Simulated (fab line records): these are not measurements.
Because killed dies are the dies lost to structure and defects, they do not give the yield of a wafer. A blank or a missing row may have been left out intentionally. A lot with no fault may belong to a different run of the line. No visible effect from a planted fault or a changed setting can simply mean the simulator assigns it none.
fab line records + flow nand-harc
[record]
- lots = 12
- wafers = 35
- last-day = 27
route steps=1159 shown A_BONDPAD@1079 THIN_TSV@1122 END@1159
lots with no fault: from the same line, run without faults
start-h: the number of hours between the record's first day and the start of the first shown wafer of the lot + wait-h: time in hours since the lot's previous step + " identical to the entry in the row above + L1.1+2: a row that stands for several wafers + - value missing, or start not given + * or withheld: withheld + < > ~ a bound
route shown NAME@n: names a module that has steps shown in the file, with the first one's number in the route + usual: mean and standard deviation over wafers with no fault + same: alike in all rows + chamber/n: place in a boat + sites: the reading at each site + _std_site: standard deviation across them + _edge_site: inner sites' mean taken away from outer sites' mean + radius-mm: how far each site lies from the wafer's centre + mask NAME#n: copy n + behind: tool/chamber where the wafer was last shaped + hold: why the lot was held/for how many hours/how that ended + device: the transistor (n, p or np) that didn't switch + end of line: the same wafers' tests at the end of the route + for a step that has no rows: nothing shown but its recipe + killed: the dies lost at the first sort to structure and to defects; this is not the yield of the wafer + map: dies across one wafer; x = killed, . = not, _ = none there
set.NAME: the run value of the setting; set.NAME@STEP: its run value at that earlier step + model.NAME: the simulator's own value behind a step, which no gauge read
one table for each step of the route and one row for each wafer, over a sample of lots
services: the hour from which a tool's chamber was out of use, counted from the record's first day as start-h (under 0 if before that day), plus the number of hours and why
[[steps]]
[step NHARC_A_BONDPAD_STRIP_15]
[recipe]
- o2-flow-sccm = 500
- ar-flow-sccm = 0
- bias-w = 0
- chemistry = O2
[usual]
- drypump-motor-current-A = 5.7/0.33
- oes-product-au = 0.999/0.007
- rf-vpp-V = 57.6/0.83
- showerhead-plenum-p-Torr = 3.48/0.11
- throttle-valve-pct = 17.036/0.0096
| lot.wafer | tool        | chamber | start-h | wait-h | drypump-motor-current-A | oes-product-au | rf-hours-counter-h | rf-vpp-V | showerhead-plenum-p-Torr | throttle-valve-pct |
|-----------|-------------|---------|---------|--------|-------------------------|----------------|--------------------|----------|--------------------------|--------------------|
| L348.3    | rie-diel-13 | 1       | 444.90  | 0.1    | 5.4                     | 0.994          | 57                 | 57.3     | 3.42                     | 17.031             |
| L348.2    | "           | 2       | "       | "      | 5.7                     | 1.001          | 56                 | 58.3     | 3.30                     | 17.027             |
| L348.6    | "           | 2       | "       | "      | 5.7                     | 1.011          | -                  | 57.7     | 3.30                     | 17.040             |
| L349.1    | rie-diel-03 | 3       | 447.00  | 0.1    | 5.6                     | 0.999          | 2                  | 59.0     | 3.42                     | 17.040             |
| L349.4    | "           | 0       | "       | "      | 6.0                     | 0.993          | 2                  | 57.8     | 3.42                     | 17.046             |
| L349.3    | "           | 1       | "       | "      | 5.7                     | 1.003          | 2                  | 57.6     | 3.56                     | 17.055             |
| L356.3    | rie-diel-04 | 3       | 525.14  | 0.1    | 4.9                     | 0.990          | 12                 | 57.0     | 3.53                     | 17.045             |
| L356.6    | "           | 3       | "       | "      | 5.0                     | 1.004          | -                  | 57.2     | 3.53                     | 17.031             |
| L356.5    | "           | 0       | "       | "      | 5.6                     | 0.987          | -                  | 57.5     | 3.30                     | 17.034             |
| L355.2    | rie-diel-03 | 3       | 525.43  | 0.1    | 5.6                     | 1.013          | 5                  | 57.5     | 3.42                     | 17.033             |
| L355.4    | "           | 1       | "       | "      | 5.7                     | 1.000          | 5                  | 59.0     | 3.56                     | 17.033             |
| L355.6    | "           | 0       | "       | "      | 5.9                     | 1.015          | -                  | 57.8     | 3.42                     | 17.055             |
| L357.1    | rie-diel-04 | 1       | 525.81  | 0.1    | 5.9                     | 0.995          | 9                  | 58.0     | 3.49                     | 17.042             |
| L357.3    | "           | 2       | "       | "      | 5.6                     | 0.997          | 12                 | 56.8     | 3.47                     | 17.044             |
| L357.5    | "           | 1       | "       | "      | 5.9                     | 0.994          | -                  | 57.2     | 3.49                     | 17.036             |
| L353.4    | rie-diel-03 | 0       | 534.67  | 0.1    | 6.0                     | 0.998          | 5                  | 57.2     | 3.42                     | 17.031             |
| L353.1    | "           | 1       | "       | "      | 5.7                     | 0.995          | 5                  | 57.6     | 3.56                     | 17.056             |
| L353.2    | "           | 2       | "       | "      | 5.4                     | 0.986          | 5                  | 56.3     | 3.52                     | 17.040             |
| L354.2    | rie-diel-03 | 0       | 556.32  | 0.1    | 6.0                     | 1.006          | 6                  | 56.8     | 3.42                     | 17.044             |
| L354.4    | "           | 2       | "       | "      | 5.4                     | 0.996          | 6                  | 57.2     | 3.52                     | 17.029             |
| L354.3    | "           | 3       | "       | "      | 5.5                     | 1.012          | 6                  | 57.2     | 3.42                     | 17.028             |
| L359.4    | rie-diel-03 | 0       | 563.11  | 0.1    | 5.9                     | 0.997          | 6                  | 57.4     | 3.42                     | 17.027             |
| L359.6    | "           | 3       | "       | "      | 5.6                     | 0.999          | -                  | 57.8     | 3.42                     | 17.038             |
| L362.2    | rie-diel-04 | 1       | 568.85  | 0.1    | 5.9                     | 0.992          | 22                 | 56.9     | 3.49                     | 17.053             |
| L362.3    | "           | 2       | "       | "      | 5.6                     | 0.993          | 24                 | 57.9     | 3.46                     | 17.025             |
| L362.6    | "           | 2       | "       | "      | 5.7                     | 0.991          | -                  | 57.4     | 3.46                     | 17.043             |
| L360.4    | rie-diel-13 | 3       | 572.30  | 0.1    | 6.5                     | 0.996          | 47                 | 57.9     | 3.75                     | 17.037             |
| L360.5    | "           | 3       | "       | "      | 6.5                     | 1.006          | -                  | 56.3     | 3.75                     | 17.049             |
| L360.6    | "           | 0       | "       | "      | 5.5                     | 0.994          | -                  | 58.8     | 3.54                     | 17.028             |
| L364.3    | rie-diel-13 | 3       | 572.86  | 0.2    | 6.5                     | 0.997          | 48                 | 58.3     | 3.75                     | 17.021             |
| L364.4    | "           | 0       | "       | "      | 5.5                     | 0.999          | 41                 | 58.0     | 3.54                     | 17.052             |
| L364.1    | "           | 1       | "       | "      | 5.4                     | 1.003          | 50                 | 56.7     | 3.39                     | 17.032             |
| L369.2    | rie-diel-04 | 0       | 583.57  | 0.1    | 5.6                     | 0.988          | 28                 | 57.2     | 3.30                     | 17.032             |
| L369.5    | "           | 3       | "       | "      | 5.0                     | 0.992          | -                  | 57.4     | 3.52                     | 17.035             |
| L369.6    | "           | 0       | "       | "      | 5.6                     | 0.992          | -                  | 56.4     | 3.30                     | 17.036             |
[step NHARC_A_BONDPAD_ETCH_24]
[recipe]
- target-depth-a = 300
- over-etch-frac = 0.3
- time-s = 72.99
- ion-energy-ev = 150
- cf4-flow-sccm = 50
- n2-flow-sccm = 100
- ar-flow-sccm = 150
- rf-w = 300
- bias-w = 100
- chemistry = CF4/N2
[usual]
- drypump-motor-current-A = 5.7/0.35
- oes-product-au = 0.999/0.0068
- rf-vpp-V = 313.6/1.7
- showerhead-plenum-p-Torr = 2.59/0.088
- throttle-valve-pct = 19.795/0.0092
| lot.wafer | tool        | chamber | start-h | wait-h | drypump-motor-current-A | oes-product-au | rf-hours-counter-h | rf-vpp-V | showerhead-plenum-p-Torr | throttle-valve-pct |
|-----------|-------------|---------|---------|--------|-------------------------|----------------|--------------------|----------|--------------------------|--------------------|
| L348.2    | rie-diel-13 | 0       | -       | -      | 5.4                     | 1.004          | 54                 | 314.4    | 2.65                     | 19.802             |
| L348.3    | "           | 1       | "       | "      | 5.3                     | 0.997          | 57                 | 312.9    | 2.54                     | 19.788             |
| L348.6    | "           | 2       | "       | "      | 5.7                     | 1.003          | -                  | 312.2    | 2.45                     | 19.797             |
| L349.3    | rie-diel-03 | 1       | -       | -      | 5.7                     | 0.998          | 2                  | 315.1    | 2.65                     | 19.808             |
| L349.4    | "           | 2       | "       | "      | 5.4                     | 0.993          | 2                  | 314.7    | 2.62                     | 19.800             |
| L349.1    | "           | 3       | "       | "      | 5.5                     | 0.991          | 2                  | 313.7    | 2.55                     | 19.790             |
| L356.3    | rie-diel-04 | 3       | -       | -      | 4.9                     | 1.005          | 12                 | 313.5    | 2.62                     | 19.803             |
| L356.5    | "           | 1       | "       | "      | 5.9                     | 1.006          | -                  | 313.3    | 2.60                     | 19.798             |
| L356.6    | "           | 2       | "       | "      | 5.7                     | 1.006          | -                  | 313.6    | 2.58                     | 19.797             |
| L355.2    | rie-diel-03 | 0       | -       | -      | 5.9                     | 1.002          | 5                  | 312.1    | 2.54                     | 19.793             |
| L355.4    | "           | 1       | "       | "      | 5.6                     | 1.005          | 5                  | 315.5    | 2.65                     | 19.799             |
| L355.6    | "           | 3       | "       | "      | 5.6                     | 1.003          | -                  | 311.8    | 2.55                     | 19.796             |
| L357.1    | rie-diel-04 | 2       | -       | -      | 5.6                     | 0.992          | 12                 | 312.7    | 2.58                     | 19.810             |
| L357.3    | "           | 1       | "       | "      | 5.9                     | 1.000          | 9                  | 315.0    | 2.60                     | 19.797             |
| L357.5    | "           | 2       | "       | "      | 5.6                     | 1.003          | -                  | 313.9    | 2.58                     | 19.789             |
| L353.1    | rie-diel-03 | 0       | -       | -      | 5.9                     | 1.004          | 5                  | 311.8    | 2.54                     | 19.808             |
| L353.4    | "           | 2       | "       | "      | 5.4                     | 0.984          | 5                  | 314.8    | 2.62                     | 19.802             |
| L353.2    | "           | 3       | "       | "      | 5.5                     | 0.993          | 5                  | 312.3    | 2.55                     | 19.795             |
| L354.4    | rie-diel-03 | 3       | -       | -      | 5.5                     | 1.004          | 6                  | 313.5    | 2.55                     | 19.791             |
| L354.3    | "           | 0       | "       | "      | 6.0                     | 1.001          | 6                  | 312.3    | 2.54                     | 19.802             |
| L354.2    | "           | 1       | "       | "      | 5.7                     | 1.003          | 6                  | 314.3    | 2.65                     | 19.786             |
| L359.4    | rie-diel-03 | 3       | -       | -      | 5.5                     | 1.001          | 6                  | 312.3    | 2.55                     | 19.797             |
| L359.6    | "           | 1       | "       | "      | 5.7                     | 0.998          | -                  | 315.6    | 2.65                     | 19.802             |
| L362.3    | rie-diel-04 | 0       | -       | -      | 5.6                     | 1.007          | 25                 | 310.8    | 2.45                     | 19.789             |
| L362.2    | "           | 1       | "       | "      | 5.8                     | 0.996          | 22                 | 313.9    | 2.59                     | 19.797             |
| L362.6    | "           | 0       | "       | "      | 5.6                     | 0.988          | -                  | 311.2    | 2.45                     | 19.803             |
| L360.4    | rie-diel-13 | 0       | -       | -      | 5.4                     | 0.991          | 41                 | 313.4    | 2.64                     | 19.803             |
| L360.6    | "           | 0       | "       | "      | 5.4                     | 0.996          | -                  | 314.5    | 2.63                     | 19.805             |
| L360.5    | "           | 1       | "       | "      | 5.4                     | 1.000          | -                  | 313.2    | 2.52                     | 19.785             |
| L364.3    | rie-diel-13 | 0       | -       | -      | 5.4                     | 0.996          | 41                 | 313.2    | 2.64                     | 19.792             |
| L364.1    | "           | 1       | "       | "      | 5.4                     | 0.999          | 50                 | 312.6    | 2.52                     | 19.797             |
| L364.4    | "           | 2       | "       | "      | 5.7                     | 0.997          | 51                 | 312.6    | 2.43                     | 19.803             |
| L369.2    | rie-diel-04 | 3       | -       | -      | 5.0                     | 0.982          | 27                 | 314.5    | 2.62                     | 19.803             |
| L369.6    | "           | 0       | "       | "      | 5.6                     | 0.980          | -                  | 311.7    | 2.45                     | 19.792             |
| L369.5    | "           | 1       | "       | "      | 5.8                     | 0.988          | -                  | 313.7    | 2.59                     | 19.775             |
[step NHARC_A_BONDPAD_ECD_18]
[recipe]
- target-thk-a = 4000
- bath-temp-c = 25
- material = Cu
| lot.wafer  | tool      | chamber | start-h | wait-h |
|------------|-----------|---------|---------|--------|
| L348.2+3+6 | ecd-cu-01 | 1       | 445.82  | -      |
| L349.1+4+3 | ecd-cu-02 | 1,0,1   | 447.99  | -      |
| L356.3+6+5 | ecd-cu-01 | 0,1,0   | 526.21  | -      |
| L355.2+4+6 | ecd-cu-01 | 0,0,1   | 526.38  | -      |
| L357.1+3+5 | ecd-cu-01 | 0,0,1   | 526.86  | -      |
| L353.1+2+4 | ecd-cu-01 | 0,1,1   | 535.58  | -      |
| L354.2+4+3 | ecd-cu-02 | 1,0,1   | 557.28  | -      |
| L359.4+6   | ecd-cu-01 | 1       | 564.37  | -      |
| L362.2+3+6 | ecd-cu-01 | 1,1,0   | 569.90  | -      |
| L360.4+5+6 | ecd-cu-01 | 0,0,1   | 573.43  | -      |
| L364.1+3+4 | ecd-cu-02 | 0,1,0   | 573.89  | -      |
| L369.2+5+6 | ecd-cu-02 | 0,1,0   | 584.67  | -      |
[step NHARC_THIN_TSV_STRIP_45]
[recipe]
- power-w = 1500
- temp-c = 250
- chemistry = O2
[usual]
- drypump-motor-current-A = 5.8/0.45
- heater-power-w = 346/20
| lot.wafer | tool            | chamber | start-h | wait-h | drypump-motor-current-A | heater-power-w | rf-hours-counter-h |
|-----------|-----------------|---------|---------|--------|-------------------------|----------------|--------------------|
| L349.1    | plasma-asher-02 | 1       | 462.03  | 1.0    | 6.5                     | 343            | 31                 |
| L349.4    | "               | 1       | "       | "      | 6.5                     | 350            | -                  |
| L349.3    | "               | 0       | "       | "      | 5.2                     | 372            | -                  |
| L348.2    | plasma-asher-02 | 0       | 462.59  | 0.1    | 5.2                     | 355            | 32                 |
| L348.3    | "               | 1       | "       | "      | 6.5                     | 349            | -                  |
| L348.6    | "               | 1       | "       | "      | 6.5                     | 348            | -                  |
| L356.3    | plasma-asher-01 | 1       | 542.78  | 0.9    | 5.6                     | 342            | -                  |
| L356.5    | "               | 1       | "       | "      | 5.6                     | 348            | -                  |
| L356.6    | "               | 0       | "       | "      | 5.7                     | 320            | -                  |
| L355.2    | plasma-asher-01 | 1       | 544.54  | 1.3    | 5.6                     | 346            | 25                 |
| L355.4    | "               | 0       | "       | "      | 5.7                     | 320            | -                  |
| L355.6    | "               | 0       | "       | "      | 5.7                     | 325            | -                  |
| L357.1    | plasma-asher-01 | 0       | 545.55  | 0.1    | 5.7                     | 319            | 26                 |
| L357.3    | "               | 0       | "       | "      | 5.7                     | 320            | -                  |
| L357.5    | "               | 0       | "       | "      | 5.7                     | 318            | -                  |
| L353.2    | plasma-asher-02 | 1       | 550.08  | 0.1    | 6.5                     | 364            | 2                  |
| L353.1    | "               | 0       | "       | "      | 5.2                     | 380            | 2                  |
| L353.4    | "               | 1       | "       | "      | 6.5                     | 355            | -                  |
| L354.2    | plasma-asher-01 | 0       | 572.19  | 0.1    | 5.7                     | 310            | 37                 |
| L354.4    | "               | 1       | "       | "      | 5.6                     | 341            | -                  |
| L354.3    | "               | 0       | "       | "      | 5.7                     | 319            | -                  |
| L359.4    | plasma-asher-01 | 0       | 579.59  | 0.2    | 5.7                     | 321            | -                  |
| L359.6    | "               | 0       | "       | "      | 5.7                     | 321            | -                  |
| L362.2    | plasma-asher-02 | 0       | 584.77  | 0.2    | 5.2                     | 366            | 15                 |
| L362.3    | "               | 0       | "       | "      | 5.2                     | 372            | -                  |
| L362.6    | "               | 1       | "       | "      | 6.5                     | 366            | -                  |
| L360.4    | plasma-asher-02 | 1       | 585.97  | 0.2    | 6.5                     | 364            | -                  |
| L360.5    | "               | 0       | "       | "      | 5.2                     | 365            | -                  |
| L360.6    | "               | 1       | "       | "      | 6.5                     | 364            | -                  |
| L364.1    | plasma-asher-02 | 1       | 589.14  | 0.1    | 6.5                     | 371            | 16                 |
| L364.4    | "               | 1       | "       | "      | 6.5                     | 365            | -                  |
| L364.3    | "               | 0       | "       | "      | 5.2                     | 368            | -                  |
| L369.2    | plasma-asher-02 | 0       | 601.12  | 0.1    | 5.2                     | 362            | 23                 |
| L369.6    | "               | 1       | "       | "      | 6.5                     | 366            | -                  |
| L369.5    | "               | 0       | "       | "      | 5.2                     | 370            | -                  |
[step NHARC_END_SORT_01]
[recipe]
- temp-c = 25
[usual]
- defect-limited-yield = 95.4/1.6
- killed-at-array = 28/11
- killed-at-other = 0.9/1.2
- killed-at-periphery = 2.6/2.1
- killed-dies = 31/11
- killed-open = 3.1/1.7
- killed-short = 1.9/1.3
- sort_bin_2_pct = 1.5/0.64
- sort_bin_3_pct = 0.26/0.21
- sort_bin_4_pct = 2.9/1.1
- sort-n-pass = 646/11
- sort-rim-yield-pct = 96.4/2.3
- sort-yield-pct = 95.4/1.6
[same]
- gross-dies = 677
- sort_bin_5_pct[%] = 0
- sort_bin_6_pct[%] = 0
- sort_bin_7_pct[%] = 0
- sort_bin_8_pct[%] = 0
- sort-rim-n-gross = 106.00
| lot.wafer | tool      | chamber | start-h | wait-h | defect-limited-yield[%] | killed-at-array | killed-at-other | killed-at-periphery | killed-dies | killed-open | killed-short | sort_bin_2_pct[%] | sort_bin_3_pct[%] | sort_bin_4_pct[%] | sort-n-pass | sort-rim-yield-pct[%] | sort-yield-pct[%] |
|-----------|-----------|---------|---------|--------|-------------------------|-----------------|-----------------|---------------------|-------------|-------------|--------------|-------------------|-------------------|-------------------|-------------|-----------------------|-------------------|
| L359.4    | prober-01 | 0       | 596.01  | 3.4    | 14.2                    | 580             | 0               | 1                   | 581         | 2           | 0            | 38.0              | 9.45              | 38.4              | 96          | 13.2                  | 14.2              |
| L359.6    | prober-01 | 0       | 597.62  | 4.0    | 18.2                    | 552             | 0               | 2                   | 554         | 3           | 1            | 37.8              | 8.42              | 35.6              | 123         | 17.9                  | 18.2              |
| L362.2    | prober-02 | 0       | 599.20  | 2.8    | 16.4                    | 565             | 1               | 0                   | 566         | 0           | 0            | 37.2              | 9.16              | 37.2              | 111         | 19.8                  | 16.4              |
| L362.3    | prober-02 | 0       | 600.00  | 3.1    | 15.8                    | 568             | 1               | 1                   | 570         | 3           | 1            | 37.5              | 9.01              | 37.7              | 107         | 19.8                  | 15.8              |
| L362.6    | prober-02 | 0       | 602.37  | 4.0    | 95.1                    | 30              | 3               | 0                   | 33          | 3           | 0            | 1.5               | 0.30              | 3.1               | 644         | 97.2                  | 95.1              |
| L360.4    | prober-01 | 0       | 603.90  | 3.4    | 93.8                    | 33              | 5               | 4                   | 42          | 5           | 4            | 1.9               | 0                 | 4.3               | 635         | 98.1                  | 93.8              |
| L360.5    | prober-01 | 0       | 604.71  | 3.7    | 95.3                    | 27              | 1               | 4                   | 32          | 2           | 0            | 2.2               | 0.30              | 2.2               | 645         | 97.2                  | 95.3              |
| L360.6    | prober-01 | 0       | 605.52  | 4.0    | 18.0                    | 552             | 0               | 3                   | 555         | 1           | 2            | 38.3              | 8.57              | 35.2              | 122         | 13.2                  | 18.0              |
// killed by level:class
L359.4 A_BONDPAD:unspecified=567 A_SLIT:chamber-film-flake=4 A_CHANNEL_HOLE_D1:chamber-film-flake=3 A_CHANNEL_FILL_D1:chamber-film-flake=2 A_WL_FILL:geometric-particle:open=1 A_CONTACT:geometric-particle:open=1 P_STI:chamber-film-flake=1 A_WL_FILL:chamber-film-flake=1
L359.6 A_BONDPAD:unspecified=543 A_SLIT:chamber-film-flake=4 P_CONTACT:geometric-particle:open=1 A_ONON_D1:geometric-particle:short=1 A_ONON_D1:geometric-particle:open=1 A_CHANNEL_FILL_D1:geometric-particle:open=1 P_ZERO_WELL:chamber-film-flake=1 A_CHANNEL_FILL_D1:chamber-film-flake=1
L362.2 A_BONDPAD:unspecified=557 A_SLIT:chamber-film-flake=4 A_CHANNEL_HOLE_D1:chamber-film-flake=2 A_STAIRCASE:chamber-film-flake=1 A_CONTACT:chamber-film-flake=1 THIN_TSV:chamber-film-flake=1
L362.3 A_BONDPAD:unspecified=560 A_SLIT:chamber-film-flake=4 P_GATE:geometric-particle:open=1 A_CHANNEL_FILL_D1:geometric-particle:short=1 A_CHANNEL_FILL_D1:geometric-particle:open=1 A_CONTACT:geometric-particle:open=1 A_CHANNEL_HOLE_D1:chamber-film-flake=1 THIN_TSV:chamber-film-flake=1
L362.6 A_SLIT:chamber-film-flake=12 A_CHANNEL_HOLE_D1:chamber-film-flake=7 A_CONTACT:chamber-film-flake=6 THIN_TSV:chamber-film-flake=3 A_BLC:geometric-particle:open=2 A_STAIRCASE:chamber-film-flake=2 A_CONTACT:geometric-particle:open=1
L360.4 A_CHANNEL_HOLE_D1:chamber-film-flake=18 A_M1:chamber-film-flake=6 A_WL_FILL:geometric-particle:short=3 THIN_TSV:chamber-film-flake=3 A_ONON_D1:geometric-particle:open=2 P_M1:chamber-film-flake=2 A_STAIRCASE:chamber-film-flake=2 P_STI:geometric-particle:open=1
L360.5 A_CHANNEL_HOLE_D1:chamber-film-flake=18 P_M1:chamber-film-flake=3 A_M1:chamber-film-flake=3 A_CONTACT:chamber-film-flake=2 A_SGD_CUT:geometric-particle:open=1 A_WL_FILL:geometric-particle:open=1 P_ZERO_WELL:chamber-film-flake=1 A_ZERO_WELL:chamber-film-flake=1
L360.6 A_BONDPAD:unspecified=539 A_CHANNEL_HOLE_D1:chamber-film-flake=8 P_M1:chamber-film-flake=2 P_M0:geometric-particle:short=1 A_WL_FILL:geometric-particle:short=1 A_BLC:geometric-particle:open=1 A_WL_FILL:chamber-film-flake=1 A_CONTACT:chamber-film-flake=1
[[services]]
| tool            | chamber | start-h | hours | kind   |
|-----------------|---------|---------|-------|--------|
| rie-diel-03     | 0       | 425.80  | -     | clean  |
| rie-diel-03     | 1       | 425.80  | -     | clean  |
| rie-diel-03     | 2       | 425.80  | -     | clean  |
| rie-diel-04     | 0       | 442.08  | 2.6   | repair |
| rie-diel-04     | 3       | 443.11  | 8.3   | repair |
| ecd-cu-01       | -       | 449.76  | 8.0   | pm     |
| plasma-asher-02 | -       | 451.55  | 0.5   | repair |
| rie-diel-04     | 3       | 451.85  | 2.1   | repair |
| rie-diel-13     | -       | 453.20  | 9.0   | pm     |
| plasma-asher-01 | -       | 453.24  | 9.0   | pm     |
| rie-diel-04     | -       | 465.98  | 9.0   | pm     |
| rie-diel-13     | 0       | 466.52  | 6.0   | repair |
| rie-diel-04     | 1       | 479.75  | 6.5   | repair |
| rie-diel-04     | 1       | 494.32  | 8.7   | repair |
| plasma-asher-02 | -       | 497.80  | 1.2   | repair |
| ecd-cu-01       | -       | 506.82  | 2.3   | repair |
| rie-diel-03     | 3       | 511.68  | 5.4   | repair |
| ecd-cu-02       | -       | 532.00  | 8.0   | pm     |
| plasma-asher-02 | -       | 537.35  | 9.0   | pm     |
| ecd-cu-02       | -       | 544.02  | 2.8   | repair |
| rie-diel-03     | -       | 569.30  | 9.0   | pm     |
| rie-diel-04     | 0       | 576.03  | 3.6   | repair |
| rie-diel-03     | 3       | 600.01  | 26.9  | repair |
| rie-diel-04     | 2       | 600.41  | 36.5  | repair |
[[key]]
[first-sign]
- step = NHARC_END_SORT_01
- reading = killed-at-array
- direction = up
- sigmas = 50
- usual = 28
- struck = 563
[effect]
- step = NHARC_END_SORT_01
- reading = killed-dies
- direction = up
- sigmas = 49
- usual = 31
- struck = 565
[more-kills-born-at]
- NHARC_A_BONDPAD_ECD_18@ecd-cu-01 = 2766
met-at NHARC_A_BONDPAD_ECD_18
struck-lots L359,L360,L362
struck-wafers L359.4,L359.6,L360.6,L362.2,L362.3
not-acting-at NHARC_A_BONDPAD_STRIP_15,NHARC_A_BONDPAD_ETCH_24,NHARC_THIN_TSV_STRIP_45
onset-between 535.58 564.37
[fault]
- kind = chamber-particle-source
- tool = ecd-cu-01
- chamber = 1
- onset-h = 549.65
- steps = NHARC_A_BONDPAD_ECD_18
- rate-per-visit-cm2 = 1.8883
